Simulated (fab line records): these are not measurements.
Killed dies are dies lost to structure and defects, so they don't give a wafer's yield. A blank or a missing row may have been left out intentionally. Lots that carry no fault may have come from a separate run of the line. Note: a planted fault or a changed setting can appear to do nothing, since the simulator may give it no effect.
Split-lot study / flow n5 finfet / on a route of 1938 steps: 7 lots, 39 wafers read

== ABOUT THE SPLIT ==
At N5_BEOL_M8_ALD_77 (deposits TaN, target thk 2 nm, pulse time 2 s, purge time 3 s), the setting ald cycles was moved away from the recipe's 40 on 15 of the 39 wafers read, by -32.5% to +55.0%. The other wafers ran this setting at the recipe's value.

The split's own step is where the reading is taken.

== THE READING ==
TaN_of_BEOL_M8_ALD_77.thk nm (the simulator's own value, which no gauge read), in nm, at N5_BEOL_M8_ALD_77 (deposits TaN, target thk 2 nm, pulse time 2 s, purge time 3 s). The file gives no usual value for it.

wafer=L080.1; tool, chamber at the split=ald metal-03, 1,2,1; ald cycles as run=40; against the recipe=recipe; TaN_of_BEOL_M8_ALD_77.thk nm, nm=2; against lot-mates on the recipe=-
wafer=L080.5; tool, chamber at the split=ald metal-03, 1,2,1; ald cycles as run=40; against the recipe=recipe; TaN_of_BEOL_M8_ALD_77.thk nm, nm=2; against lot-mates on the recipe=-
wafer=L080.6; tool, chamber at the split=ald metal-03, 1,2,1; ald cycles as run=40; against the recipe=recipe; TaN_of_BEOL_M8_ALD_77.thk nm, nm=2; against lot-mates on the recipe=-
wafer=L080.2; tool, chamber at the split=ald metal-03, 3,2,0; ald cycles as run=55; against the recipe=+37.5%; TaN_of_BEOL_M8_ALD_77.thk nm, nm=2.8; against lot-mates on the recipe=+0.8
wafer=L080.3; tool, chamber at the split=ald metal-03, 3,2,0; ald cycles as run=55; against the recipe=+37.5%; TaN_of_BEOL_M8_ALD_77.thk nm, nm=2.8; against lot-mates on the recipe=+0.8
wafer=L080.4; tool, chamber at the split=ald metal-03, 3,2,0; ald cycles as run=55; against the recipe=+37.5%; TaN_of_BEOL_M8_ALD_77.thk nm, nm=2.8; against lot-mates on the recipe=+0.8
wafer=L079.1; tool, chamber at the split=ald metal-03, 0,3,0; ald cycles as run=50; against the recipe=+25.0%; TaN_of_BEOL_M8_ALD_77.thk nm, nm=2.6; against lot-mates on the recipe=+0.6
wafer=L079.3; tool, chamber at the split=ald metal-03, 0,3,0; ald cycles as run=50; against the recipe=+25.0%; TaN_of_BEOL_M8_ALD_77.thk nm, nm=2.6; against lot-mates on the recipe=+0.6
wafer=L079.6; tool, chamber at the split=ald metal-03, 0,3,0; ald cycles as run=50; against the recipe=+25.0%; TaN_of_BEOL_M8_ALD_77.thk nm, nm=2.6; against lot-mates on the recipe=+0.6
wafer=L079.2; tool, chamber at the split=ald metal-03, 2,1,3; ald cycles as run=40; against the recipe=recipe; TaN_of_BEOL_M8_ALD_77.thk nm, nm=2; against lot-mates on the recipe=-
wafer=L079.4; tool, chamber at the split=ald metal-03, 2,1,3; ald cycles as run=40; against the recipe=recipe; TaN_of_BEOL_M8_ALD_77.thk nm, nm=2; against lot-mates on the recipe=-
wafer=L079.5; tool, chamber at the split=ald metal-03, 2,1,3; ald cycles as run=40; against the recipe=recipe; TaN_of_BEOL_M8_ALD_77.thk nm, nm=2; against lot-mates on the recipe=-
wafer=L082.1; tool, chamber at the split=ald metal-04, 1,0,3,2,1,2; ald cycles as run=40; against the recipe=recipe; TaN_of_BEOL_M8_ALD_77.thk nm, nm=2; against lot-mates on the recipe=-
wafer=L082.2; tool, chamber at the split=ald metal-04, 1,0,3,2,1,2; ald cycles as run=40; against the recipe=recipe; TaN_of_BEOL_M8_ALD_77.thk nm, nm=2; against lot-mates on the recipe=-
wafer=L082.3; tool, chamber at the split=ald metal-04, 1,0,3,2,1,2; ald cycles as run=40; against the recipe=recipe; TaN_of_BEOL_M8_ALD_77.thk nm, nm=2; against lot-mates on the recipe=-
wafer=L082.4; tool, chamber at the split=ald metal-04, 1,0,3,2,1,2; ald cycles as run=40; against the recipe=recipe; TaN_of_BEOL_M8_ALD_77.thk nm, nm=2; against lot-mates on the recipe=-
wafer=L082.5; tool, chamber at the split=ald metal-04, 1,0,3,2,1,2; ald cycles as run=40; against the recipe=recipe; TaN_of_BEOL_M8_ALD_77.thk nm, nm=2; against lot-mates on the recipe=-
wafer=L082.6; tool, chamber at the split=ald metal-04, 1,0,3,2,1,2; ald cycles as run=40; against the recipe=recipe; TaN_of_BEOL_M8_ALD_77.thk nm, nm=2; against lot-mates on the recipe=-
wafer=L086.1; tool, chamber at the split=ald metal-01, 3,2,0; ald cycles as run=40; against the recipe=recipe; TaN_of_BEOL_M8_ALD_77.thk nm, nm=2; against lot-mates on the recipe=-
wafer=L086.2; tool, chamber at the split=ald metal-01, 3,2,0; ald cycles as run=40; against the recipe=recipe; TaN_of_BEOL_M8_ALD_77.thk nm, nm=2; against lot-mates on the recipe=-
wafer=L086.4; tool, chamber at the split=ald metal-01, 3,2,0; ald cycles as run=40; against the recipe=recipe; TaN_of_BEOL_M8_ALD_77.thk nm, nm=2; against lot-mates on the recipe=-
wafer=L085.1; tool, chamber at the split=ald metal-04, 3,0,1; ald cycles as run=27; against the recipe=-32.5%; TaN_of_BEOL_M8_ALD_77.thk nm, nm=1.4; against lot-mates on the recipe=-0.6
wafer=L085.3; tool, chamber at the split=ald metal-04, 3,0,1; ald cycles as run=27; against the recipe=-32.5%; TaN_of_BEOL_M8_ALD_77.thk nm, nm=1.4; against lot-mates on the recipe=-0.6
wafer=L085.5; tool, chamber at the split=ald metal-04, 3,0,1; ald cycles as run=27; against the recipe=-32.5%; TaN_of_BEOL_M8_ALD_77.thk nm, nm=1.4; against lot-mates on the recipe=-0.6
wafer=L085.2; tool, chamber at the split=ald metal-04, 1,2,2; ald cycles as run=40; against the recipe=recipe; TaN_of_BEOL_M8_ALD_77.thk nm, nm=2; against lot-mates on the recipe=-
wafer=L085.4; tool, chamber at the split=ald metal-04, 1,2,2; ald cycles as run=40; against the recipe=recipe; TaN_of_BEOL_M8_ALD_77.thk nm, nm=2; against lot-mates on the recipe=-
wafer=L085.6; tool, chamber at the split=ald metal-04, 1,2,2; ald cycles as run=40; against the recipe=recipe; TaN_of_BEOL_M8_ALD_77.thk nm, nm=2; against lot-mates on the recipe=-
wafer=L090.1; tool, chamber at the split=ald metal-04, 2,3,2; ald cycles as run=62; against the recipe=+55.0%; TaN_of_BEOL_M8_ALD_77.thk nm, nm=3.2; against lot-mates on the recipe=+1.2
wafer=L090.3; tool, chamber at the split=ald metal-04, 2,3,2; ald cycles as run=62; against the recipe=+55.0%; TaN_of_BEOL_M8_ALD_77.thk nm, nm=3.2; against lot-mates on the recipe=+1.2
wafer=L090.5; tool, chamber at the split=ald metal-04, 2,3,2; ald cycles as run=62; against the recipe=+55.0%; TaN_of_BEOL_M8_ALD_77.thk nm, nm=3.2; against lot-mates on the recipe=+1.2
wafer=L090.2; tool, chamber at the split=ald metal-04, 1,0,1; ald cycles as run=40; against the recipe=recipe; TaN_of_BEOL_M8_ALD_77.thk nm, nm=2; against lot-mates on the recipe=-
wafer=L090.4; tool, chamber at the split=ald metal-04, 1,0,1; ald cycles as run=40; against the recipe=recipe; TaN_of_BEOL_M8_ALD_77.thk nm, nm=2; against lot-mates on the recipe=-
wafer=L090.6; tool, chamber at the split=ald metal-04, 1,0,1; ald cycles as run=40; against the recipe=recipe; TaN_of_BEOL_M8_ALD_77.thk nm, nm=2; against lot-mates on the recipe=-
wafer=L094.1; tool, chamber at the split=ald metal-01, 2,3,1; ald cycles as run=60; against the recipe=+50.0%; TaN_of_BEOL_M8_ALD_77.thk nm, nm=3; against lot-mates on the recipe=+1.0
wafer=L094.2; tool, chamber at the split=ald metal-01, 2,3,1; ald cycles as run=60; against the recipe=+50.0%; TaN_of_BEOL_M8_ALD_77.thk nm, nm=3; against lot-mates on the recipe=+1.0
wafer=L094.4; tool, chamber at the split=ald metal-01, 2,3,1; ald cycles as run=60; against the recipe=+50.0%; TaN_of_BEOL_M8_ALD_77.thk nm, nm=3; against lot-mates on the recipe=+1.0
wafer=L094.3; tool, chamber at the split=ald metal-01, 0,0,3; ald cycles as run=40; against the recipe=recipe; TaN_of_BEOL_M8_ALD_77.thk nm, nm=2; against lot-mates on the recipe=-
wafer=L094.5; tool, chamber at the split=ald metal-01, 0,0,3; ald cycles as run=40; against the recipe=recipe; TaN_of_BEOL_M8_ALD_77.thk nm, nm=2; against lot-mates on the recipe=-
wafer=L094.6; tool, chamber at the split=ald metal-01, 0,0,3; ald cycles as run=40; against the recipe=recipe; TaN_of_BEOL_M8_ALD_77.thk nm, nm=2; against lot-mates on the recipe=-
Where a row lists several chambers, the file gives one row for several wafers and doesn't say which wafer went through which chamber.

FIT RESULTS
A straight line over all 39 wafers: TaN_of_BEOL_M8_ALD_77.thk nm changes by +0.0207 nm for each +1% of ald cycles; r = +1.00; the points scatter about the line by 0.034 nm.
The same after taking each lot's own level away (the mean of its wafers on the recipe; 39 wafers): +0.0207 nm for each +1%; r = +1.00; scatter 0.034 nm.
According to that fit, moving ald cycles by its largest amount changes the reading by 1.1 nm.
The lots' own levels span 2.00 to 2.00 nm.
So the lot-to-lot level changes the slope little: the two slopes agree.
Check: with one of the wafers moved furthest among these (+55.0%) left out of the fit, the line predicts +1.15 nm for it against its lot-mates. It came out at +1.2 nm against them.

== OTHER SPLITS APPLIED TO THESE WAFERS ==
Other splits were also applied to these wafers ahead of the reading. Each is held against what the fit with the lots' levels taken away leaves over:
other split on the same wafers=N5_BEOL_M3_ETCH_64 time s; wafers away from the commonest value=12; r with TaN_of_BEOL_M8_ALD_77.thk nm (lot level and that fit taken away)=-0.32

== THE FILE'S OWN FIT ==
TaN_of_BEOL_M8_ALD_77.thk nm changes by +0.021 nm for each +1% of ald cycles, r = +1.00.
